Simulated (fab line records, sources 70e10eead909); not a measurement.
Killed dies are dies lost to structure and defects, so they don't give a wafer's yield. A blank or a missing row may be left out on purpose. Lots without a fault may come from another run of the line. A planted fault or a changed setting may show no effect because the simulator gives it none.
Chamber matching | flow nand_harc | NHARC_A_DECK1_JOINT_DEP_16 on pecvd-04: 3 sister chambers
The step deposits SiO2, target thk 45 nm. 14 wafers are shown with their chamber, then 7 later ones without.

WAFERS WITH THEIR CHAMBER
wafer  | chamber | throttle_valve_pct (%) | heater_power_w (W)
L074.3 | 1       | 15.8                   | 437
L074.4 | 1       | 16.1                   | 434
L074.6 | 0       | 16.4                   | 418
L078.2 | 1       | 15.8                   | 547
L078.4 | 2       | 16.1                   | 431
L078.6 | 0       | 16.3                   | 505
L082.1 | 2       | 16.0                   | 407
L082.4 | 1       | 15.8                   | 558
L082.6 | 0       | 16.6                   | 461
L084.1 | 0       | 16.3                   | 415
L084.5 | 2       | 16.1                   | 404
L084.6 | 1       | 16.0                   | 504
L089.2 | 2       | 16.1                   | 471
L089.3 | 0       | 16.5                   | 412

SIGNATURES (means of the wafers above)
reading            | chamber 0 | chamber 1 | chamber 2 | scatter within a chamber
throttle_valve_pct | 16.420    | 15.900    | 16.075    | 0.119
heater_power_w     | 442.20    | 496.00    | 428.25    | 46
Rule: a wafer's distance from a chamber is the root of the sum, over the readings, of the square of ((its reading less the chamber's mean) divided by the reading's scatter). The wafer belongs to the nearest chamber; if the next one is less than 2 further off, it can't be placed. The scatter: the root of (the sum of the squares of (reading less its chamber's mean) over the shown wafers, divided by (wafers less chambers)).

WAFERS WITHOUT THEIR CHAMBER
wafer  | throttle_valve_pct (%) | heater_power_w (W)
L089.5 | 16.2                   | 523
L088.2 | 16.6                   | 485
L088.5 | 16.5                   | 499
L088.6 | 16.2                   | 359
L096.2 | 15.4                   | 472
L096.5 | 15.5                   | 482
L096.6 | 15.4                   | 602

WHICH CHAMBER EACH WENT THROUGH
wafer  | from the rows above          | in truth
L089.5 | can't be placed: 2 or 0 or 1 | 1
L088.2 | 0                            | 0
L088.5 | 0                            | 0
L088.6 | can't be placed: 2 or 0      | 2
L096.2 | can't be placed: 1 or 2      | 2
L096.5 | can't be placed: 1 or 2      | 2
L096.6 | 1                            | 1
Placed correctly: 3 of 7. Can't be placed from these rows: 4 (the true chamber is among the candidates in 4). Placed wrongly: 0.
